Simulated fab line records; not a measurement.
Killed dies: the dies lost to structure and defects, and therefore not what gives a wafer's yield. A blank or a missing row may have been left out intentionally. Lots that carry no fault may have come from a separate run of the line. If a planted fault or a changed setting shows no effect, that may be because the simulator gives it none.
Matching of chambers :: flow n5 finfet :: 4 sister chambers for N5_BEOL_M7_ETCH_66 on rie diel-02
The step etches SOC in N2/H2, target depth 80 nm, overetch 16 nm, time 120 s. 14 wafers are shown with their chamber, then 7 later ones without.

== WAFERS, EACH WITH ITS CHAMBER ==
wafer: L756.1
chamber: 3
drypump motor current A (A): 5.8
throttle valve pct (%): 17.71
showerhead plenum p Torr (Torr): 2.63

wafer: L756.2
chamber: 0
drypump motor current A (A): 5.9
throttle valve pct (%): 17.17
showerhead plenum p Torr (Torr): 2.69

wafer: L756.4
chamber: 2
drypump motor current A (A): 5.2
throttle valve pct (%): 18.01
showerhead plenum p Torr (Torr): 2.54

wafer: L757.1
chamber: 1
drypump motor current A (A): 5.4
throttle valve pct (%): 17.54
showerhead plenum p Torr (Torr): 2.58

wafer: L757.5
chamber: 2
drypump motor current A (A): 5.2
throttle valve pct (%): 18.01
showerhead plenum p Torr (Torr): 2.54

wafer: L757.6
chamber: 3
drypump motor current A (A): 5.8
throttle valve pct (%): 17.70
showerhead plenum p Torr (Torr): 2.63

wafer: L759.1
chamber: 1
drypump motor current A (A): 5.4
throttle valve pct (%): 17.56
showerhead plenum p Torr (Torr): 2.58

wafer: L759.2
chamber: 3
drypump motor current A (A): 5.8
throttle valve pct (%): 17.71
showerhead plenum p Torr (Torr): 2.63

wafer: L759.3
chamber: 0
drypump motor current A (A): 5.9
throttle valve pct (%): 17.19
showerhead plenum p Torr (Torr): 2.69

wafer: L762.2
chamber: 0
drypump motor current A (A): 5.9
throttle valve pct (%): 17.18
showerhead plenum p Torr (Torr): 2.69

wafer: L762.5
chamber: 2
drypump motor current A (A): 5.2
throttle valve pct (%): 18.02
showerhead plenum p Torr (Torr): 2.53

wafer: L762.6
chamber: 3
drypump motor current A (A): 5.7
throttle valve pct (%): 17.74
showerhead plenum p Torr (Torr): 2.62

wafer: L770.1
chamber: 0
drypump motor current A (A): 5.9
throttle valve pct (%): 17.21
showerhead plenum p Torr (Torr): 2.68

wafer: L770.3
chamber: 2
drypump motor current A (A): 5.2
throttle valve pct (%): 18.03
showerhead plenum p Torr (Torr): 2.53

SIGNATURES, as means of the wafers listed above
reading: drypump motor current A
chamber 0: 5.900
chamber 1: 5.400
chamber 2: 5.200
chamber 3: 5.775
scatter within a chamber: 0.0274

reading: throttle valve pct
chamber 0: 17.1875
chamber 1: 17.5500
chamber 2: 18.0175
chamber 3: 17.7150
scatter within a chamber: 0.015

reading: showerhead plenum p Torr
chamber 0: 2.6875
chamber 1: 2.5800
chamber 2: 2.5350
chamber 3: 2.6275
scatter within a chamber: 0.005
Rule: for each reading, subtract the chamber's mean from the wafer's reading, divide by that reading's scatter and square the result; add these up over the readings and take the root, which gives the wafer's distance from the chamber. If the next closest chamber is less than 2 further off than the closest, the wafer can't be placed; otherwise it belongs to the closest. The scatter is the square root of a quotient: the sum, over the shown wafers, of each reading's squared deviation from its chamber's mean, divided by wafers minus chambers.

== WAFERS WHOSE CHAMBER IS MISSING ==
wafer: L770.5
drypump motor current A (A): 5.2
throttle valve pct (%): 18.05
showerhead plenum p Torr (Torr): 2.53

wafer: L776.2
drypump motor current A (A): 5.9
throttle valve pct (%): 17.24
showerhead plenum p Torr (Torr): 2.68

wafer: L776.4
drypump motor current A (A): 5.8
throttle valve pct (%): 17.75
showerhead plenum p Torr (Torr): 2.62

wafer: L776.6
drypump motor current A (A): 5.4
throttle valve pct (%): 17.61
showerhead plenum p Torr (Torr): 2.57

wafer: L777.3
drypump motor current A (A): 5.2
throttle valve pct (%): 18.06
showerhead plenum p Torr (Torr): 2.52

wafer: L777.4
drypump motor current A (A): 5.9
throttle valve pct (%): 17.24
showerhead plenum p Torr (Torr): 2.68

wafer: L777.5
drypump motor current A (A): 5.2
throttle valve pct (%): 18.05
showerhead plenum p Torr (Torr): 2.52

== THE CHAMBER EACH PASSED THROUGH ==
wafer: L770.5
from the rows above: 2
in truth: 2

wafer: L776.2
from the rows above: 0
in truth: 0

wafer: L776.4
from the rows above: 3
in truth: 3

wafer: L776.6
from the rows above: 1
in truth: 1

wafer: L777.3
from the rows above: 2
in truth: 2

wafer: L777.4
from the rows above: 0
in truth: 0

wafer: L777.5
from the rows above: 2
in truth: 2
7 of 7 placed correctly. Can't be placed from these rows: 0. Wrongly placed: 0.
